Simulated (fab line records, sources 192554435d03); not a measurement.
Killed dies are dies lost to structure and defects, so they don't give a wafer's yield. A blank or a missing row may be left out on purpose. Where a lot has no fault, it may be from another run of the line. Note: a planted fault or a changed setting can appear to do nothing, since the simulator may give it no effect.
Matching of chambers | flow n5_finfet | N5_FIN_SAQP_PECVD_06 on pecvd-02 has 3 sister chambers
The step deposits a-Si from SiH4/He, target thk 60 nm, time 48.1 s. 3 wafers are shown with their chamber, then 7 later ones without.

## EACH WAFER AND ITS CHAMBER
wafer  | chamber | throttle_valve_pct (%)
L085.4 | 0       | 18.8
L086.1 | 1       | 19.3
L086.4 | 2       | 17.5

## WAFERS WITHOUT THEIR CHAMBER
wafer  | throttle_valve_pct (%)
L086.5 | 19.2
L089.1 | 19.6
L089.3 | 19.0
L089.6 | 19.0
L090.1 | 17.9
L090.4 | 17.6
L090.6 | 18.9

## EACH ONE'S CHAMBER
wafer  | from the rows above     | in truth
L086.5 | can't be placed: 1 or 0 | 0
L089.1 | 1                       | 1
L089.3 | can't be placed: 0 or 1 | 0
L089.6 | can't be placed: 0 or 1 | 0
L090.1 | 2                       | 2
L090.4 | 2                       | 2
L090.6 | can't be placed: 0 or 1 | 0
Correct placement for 3 of the 7. Can't be placed from these rows: 4 (the true chamber is among the candidates in 4). Placed wrongly: 0.
How it was worked out, from the rows above alone: a wafer's distance from a chamber is the root of the sum, over the readings, of the square of ((its reading less the chamber's mean) divided by the reading's scatter). If the next closest chamber is less than 2 further off than the closest, the wafer can't be placed; otherwise it belongs to the closest. For every chamber, the mean is computed from those of its wafers that are shown. The scatter (one wafer shown for each chamber): square how far every hidden wafer sits from the nearest shown wafer, average those squares and take the square root.
